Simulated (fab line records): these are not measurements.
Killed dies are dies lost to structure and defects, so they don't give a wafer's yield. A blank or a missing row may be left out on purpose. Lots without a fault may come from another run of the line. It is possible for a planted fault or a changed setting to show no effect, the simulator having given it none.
What tool caused it? ; flow nand harc ; 38 wafers from 13 lots sampled at 5 of the route's 1302 steps

== WHAT THE GAUGES READ, wafer by wafer ==
NHARC_END_SORT_01. Usual: value, then standard deviation, for each; defect limited yield 90.6 % / 2.3; killed at array 59 / 16; killed at other 0.8 / 1.1; killed at periphery 3.6 / 2.4; killed dies 64 / 16; killed open 3.4 / 1.8; killed short 2.5 / 1.6.
lot;measured;on;defect limited yield (%);killed at array;killed at other;killed at periphery;killed dies;killed open;killed short;flag
L492;day 25 12:31;prober-02;87.0 87.4 87.1;85 82 82;0 0 0;3 3 5;88 85 87;5 6 5;3 2 0;
L495;day 26 13:33;prober-01;89.1 88.3 87.1;70 71 83;0 0 0;4 8 4;74 79 87;5 9 2;1 2 1;
L496;day 27 08:58;prober-01;89.7 92.6 92.9;70 47 48;0 0 0;0 3 0;70 50 48;1 7 0;2 3 0;
L497;day 28 12:52;prober-02;90.0 89.8 90.7;57 58 54;1 3 2;10 8 7;68 69 63;2 7 4;1 2 2;
L498;day 29 18:06;prober-02;89.2 90.4 91.1;64 60 52;1 3 0;8 2 8;73 65 60;5 2 3;1 1 0;
L499;day 30 02:42;prober-02;89.5 89.7 90.5;67 67 61;0 0 1;4 3 2;71 70 64;6 5 0;0 4 2;
L501;day 29 18:07;prober-01;96.6 94.1 93.5;21 37 39;0 1 0;2 2 5;23 40 44;1 4 2;1 1 5;

== TOOL THAT RAN EACH LOT (tool first, then ch and the chambers of the sampled wafers, then the start) ==
lot;NHARC_P_M1_PVD_21;NHARC_P_M1_CMP_23;NHARC_P_M2_SOFTBAKE_04;NHARC_P_M2_DESCUM_14
L491;pvd sputter-02, day 7 03:12 or earlier;cmp-01 ch 1,2, day 7 03:12;litho track-01 ch 0, day 7 04:00;rie diel-13 ch 0,2,3, day 7 05:07
L492;pvd sputter-02, day 7 09:39 or earlier;cmp-02 ch 0,1, day 7 09:39;litho track-06 ch 0, day 7 11:00;rie diel-13 ch 0,2,3, day 7 11:40
L495;pvd sputter-02, day 8 18:05 or earlier;cmp-02 ch 2,3, day 8 18:05;litho track-06 ch 0, day 8 19:00;rie diel-13 ch 0,1,3, day 8 20:07
L496;pvd sputter-01, day 9 09:11 or earlier;cmp-03 ch 0,3, day 9 09:11;litho track-06 ch 0, day 9 10:00;rie diel-13 ch 0,1,2, day 9 11:15
L497;pvd sputter-01, day 10 07:49 or earlier;cmp-03 ch 0,2,3, day 10 07:49;litho track-06 ch 0, day 10 09:00;rie diel-04 ch 0,2, day 10 09:43
L498;pvd sputter-03, day 10 18:08 or earlier;cmp-03 ch 0,1,3, day 10 18:08;litho track-06 ch 0, day 10 19:00;rie diel-04 ch 0,1,3, day 10 20:15
L499;pvd sputter-01, day 10 21:40 or earlier;cmp-02 ch 0,2,3, day 10 21:40;litho track-06 ch 0, day 10 23:00;rie diel-13 ch 0,2, day 10 23:49
L500;pvd sputter-03, day 11 03:10 or earlier;cmp-02 ch 0,1,3, day 11 03:10;litho track-06 ch 0, day 11 04:00;rie diel-04 ch 0,2,3, day 11 05:10
L501;pvd sputter-02, day 11 06:26 or earlier;cmp-01 ch 0,2,3, day 11 06:26;litho track-01 ch 0, day 11 07:00;rie diel-13 ch 0,1,3, day 11 08:28
L502;pvd sputter-02, day 11 14:25 or earlier;cmp-02 ch 1,3, day 11 14:25;litho track-06 ch 0, day 11 15:00;rie diel-04 ch 2,3, day 11 16:29
L509;pvd sputter-01, day 14 12:31 or earlier;cmp-01 ch 0,1, day 14 12:31;litho track-06 ch 0, day 14 13:00;rie diel-13 ch 0,3, day 14 14:34
L510;pvd sputter-02, day 14 23:32 or earlier;cmp-02 ch 1,2,3, day 14 23:32;litho track-06 ch 0, day 15 00:00;rie diel-04 ch 0,3, day 15 01:35
L511;pvd sputter-02, day 15 18:32 or earlier;cmp-03 ch 0,3, day 15 18:32;litho track-01 ch 0, day 15 19:00;rie diel-13 ch 1,2, day 15 20:36
- NHARC_P_M1_PVD_21: deposits Cu, target thk 30 nm, time 20.49 s.
- NHARC_P_M1_CMP_23: polishes, t overpolish 20 s, target thk 157.82 nm.
- NHARC_P_M2_SOFTBAKE_04: time 55 s.
- NHARC_P_M2_DESCUM_14: chemistry O2, time 3 s.

== WHAT THE TOOLS THEMSELVES READ (means of the sampled wafers that have a number; where no wafer has one, the mark that the record gives instead) ==
NHARC_P_M1_PVD_21. Usual: throttle valve pct 30.4 %, standard deviation 0.67.
lot;tool;throttle valve pct (%);flag
L491;pvd sputter-02;30.6;
L492;pvd sputter-02;30.3;
L495;pvd sputter-02;30.6;
L496;pvd sputter-01;30.5;
L497;pvd sputter-01;30.5;
L498;pvd sputter-03;29.9;
L499;pvd sputter-01;30.0;
L500;pvd sputter-03;29.0;
L501;pvd sputter-02;30.5;
L502;pvd sputter-02;30.4;
L509;pvd sputter-01;30.7;
L510;pvd sputter-02;30.8;
L511;pvd sputter-02;30.1;

NHARC_P_M1_CMP_23. Usual: motor current A 11.8 A, standard deviation 0.84; time to endpoint s 29.3 s, standard deviation 2.2.
lot;tool;motor current A (A);time to endpoint s (s);flag
L491;cmp-01;12.2;28.6;
L492;cmp-02;11.9;30.6;
L495;cmp-02;11.1;32.4;
L496;cmp-03;12.1;25.5;
L497;cmp-03;11.9;31.7;
L498;cmp-03;12.3;25.9;
L499;cmp-02;11.5;29.8;
L500;cmp-02;11.6;29.3;
L501;cmp-01;11.9;27.7;
L502;cmp-02;12.5;30.5;
L509;cmp-01;11.1;31.9;
L510;cmp-02;11.9;32.3;
L511;cmp-03;12.0;28.0;

NHARC_P_M2_SOFTBAKE_04. Usual: heater power total W 188.46 W, standard deviation 0.15.
lot;tool;heater power total W (W);flag
L491;litho track-01;188.55;
L492;litho track-06;188.50;
L495;litho track-06;188.35;
L496;litho track-06;188.39;
L497;litho track-06;188.41;
L498;litho track-06;188.52;
L499;litho track-06;196.47;OFF
L500;litho track-06;196.47;OFF
L501;litho track-01;188.34;
L502;litho track-06;200.63;OFF
L509;litho track-06;188.34;
L510;litho track-06;188.44;
L511;litho track-01;188.43;

NHARC_P_M2_DESCUM_14. Usual: drypump motor current A 5.9 A, standard deviation 0.3; oes product au 0.998 a.u., standard deviation 0.01; rf vpp V 57.9 V, standard deviation 0.82; showerhead plenum p Torr 1.94 Torr, standard deviation 0.07; throttle valve pct 11.310 %, standard deviation 0.0086.
lot;tool;drypump motor current A (A);oes product au (a.u.);rf vpp V (V);showerhead plenum p Torr (Torr);throttle valve pct (%);flag
L491;rie diel-13;6.0;1.004;57.2;1.97;11.317;
L492;rie diel-13;6.0;1.000;58.5;1.97;11.307;
L495;rie diel-13;5.9;0.991;57.8;1.91;11.323;
L496;rie diel-13;6.1;0.997;57.9;1.94;11.311;
L497;rie diel-04;5.9;0.999;59.0;2.01;11.308;
L498;rie diel-04;5.8;1.006;58.4;1.97;11.317;
L499;rie diel-13;6.2;0.996;58.7;2.01;11.310;
L500;rie diel-04;5.8;1.006;58.3;1.97;11.309;
L501;rie diel-13;5.9;0.994;57.8;1.91;11.322;
L502;rie diel-04;5.5;1.014;57.7;1.94;11.299;
L509;rie diel-13;5.8;0.995;58.4;1.94;11.313;
L510;rie diel-04;5.9;1.016;57.9;1.94;11.306;
L511;rie diel-13;6.1;0.987;57.9;1.97;11.310;

== THE ANSWER, worked out from the rows above alone ==
Rule: lot off if the mean of its wafers having a number is beyond 3 standard deviations from the usual mean. A lot without any number at a reading at which 4 lots or more have one is off too. Where the step has rows for the other lots, those lots are counted as sound. First the gauges in route order, then the tools' own readings, where a lot's mean is used as printed above. At the first step where some lot is off, the reading lying furthest off is the one used; lots without a number count as furthest.
Off: L499, L500, L502 (NHARC_P_M2_SOFTBAKE_04, heater power total W).
If a tool, at that step or one of the process steps before it, ran each lot that is off and ran no sound lot following the first of them, it fits. With no start given for some of its lots, NHARC_P_M1_PVD_21 uses the hours and lot order of NHARC_P_M1_CMP_23. None of those tried fits.

== WHAT WAS PUT IN BY THE SIMULATOR ==
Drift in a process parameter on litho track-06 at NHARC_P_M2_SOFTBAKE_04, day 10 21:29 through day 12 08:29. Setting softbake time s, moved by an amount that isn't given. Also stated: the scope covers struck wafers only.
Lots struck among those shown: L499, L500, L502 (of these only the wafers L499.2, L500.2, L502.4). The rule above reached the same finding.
